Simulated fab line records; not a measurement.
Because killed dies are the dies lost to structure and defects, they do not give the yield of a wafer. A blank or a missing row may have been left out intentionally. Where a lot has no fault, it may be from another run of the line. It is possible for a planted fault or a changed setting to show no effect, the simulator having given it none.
Split-lot experiment ; flow n5_finfet ; 21 wafers read from 7 lots, route of 1938 steps

ON THE SPLIT
At N5_WELL_APT_PEB_23 (peb time 90 s), the setting peb_temp_c was moved away from the recipe's 130 C on 9 of the 21 wafers read, by -1.8% to +2.3%. The other wafers ran this setting at the recipe's value.

FROM THE SPLIT TO THE READING: what the file shows between them, 2 steps
- N5_WELL_APT_DEVELOP_24: develop time 45 s
- N5_WELL_APT_HARDBAKE_29: time 120 s

THE READING
cd_nm (nm) at N5_WELL_APT_CD_MEAS_25, where the cd target is 200 nm. On this fab line, fault-free wafers typically give 200.5 nm with a standard deviation of 2.1 nm.

wafer;tool, chamber at the split;peb_temp_c as run, C;against the recipe;cd_nm, nm;against lot-mates on the recipe
L075.1;litho_track-04, 0;127.7;-1.8%;188.6;no lot-mate on the recipe
L075.3;litho_track-04, 0;127.7;-1.8%;190.4;no lot-mate on the recipe
L075.6;litho_track-04, 0;127.7;-1.8%;189.9;no lot-mate on the recipe
L077.1;litho_track-04, 0;130;recipe;199.2;-
L077.2;litho_track-04, 0;130;recipe;199.9;-
L077.5;litho_track-04, 0;128;-1.5%;186.8;-12.8
L080.4;litho_track-05, 0;130;recipe;204.5;-
L080.5;litho_track-05, 0;130;recipe;203.4;-
L080.6;litho_track-05, 0;130;recipe;205.3;-
L082.1;litho_track-02, 0;130;recipe;197.1;-
L082.2;litho_track-02, 0;130;recipe;200.3;-
L082.4;litho_track-02, 0;127.6;-1.8%;185.7;-13.0
L083.1;litho_track-02, 0;133;+2.3%;214.0;+16.0
L083.4;litho_track-02, 0;130;recipe;198.0;-
L083.6;litho_track-02, 0;133;+2.3%;212.5;+14.5
L093.1;litho_track-04, 0;130;recipe;198.3;-
L093.3;litho_track-04, 0;128.8;-0.9%;196.9;-2.5
L093.6;litho_track-04, 0;130;recipe;200.5;-
L097.2;litho_track-02, 0;130;recipe;200.2;-
L097.3;litho_track-02, 0;131.1;+0.8%;202.6;+1.6
L097.4;litho_track-02, 0;130;recipe;201.8;-

FIT RESULTS
A straight line over all 21 wafers: cd_nm changes by +6.14 nm for each +1% of peb_temp_c; r = +0.94; the points scatter about the line by 2.5 nm.
The same after taking each lot's own level away (the mean of its wafers on the recipe; 18 wafers): +6.55 nm for each +1%; r = +0.97; scatter 1.7 nm.
According to that fit, moving peb_temp_c by its largest amount changes the reading by 15 nm.
Measured against the standard deviation above, the lots' own levels, which go from 198.00 to 204.40 nm, span 3.0 times it.
Hence the lot-to-lot level has little effect on the slope; both slopes agree.
Check: +14.4 nm against its lot-mates is what the line predicts for one of the wafers moved furthest among these (+2.3%) when that wafer is left out of the fit. Against them it came out at +16 nm.

OTHER SPLITS ON THESE WAFERS
Other splits were also applied to these wafers ahead of the reading. Each is held against what the fit with the lots' levels taken away leaves over:
other split on the same wafers;wafers away from the commonest value;r with cd_nm (lot level and that fit taken away)
N5_ZERO_LAYER_ETCH_18 icp_w;9;+0.65

THE WHOLE CHAIN: every reading that the file lists as answering this split, in the file's order
step;what it does;reading;change (the file's fit);r (the file's)
N5_WELL_APT_CD_MEAS_25;target cd 200 nm;cd_nm;+6.52 nm for each +1% of the setting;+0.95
N5_WELL_APT_DESCUM_30;chemistry O2, time 7.9 s;WELL_APT.cd_nm (the simulator's own value, which no gauge read);+6.49 nm for each +1% of the setting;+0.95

FILE'S OWN FIT
cd_nm changes by +6.52 nm for each +1% of peb_temp_c, r = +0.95.
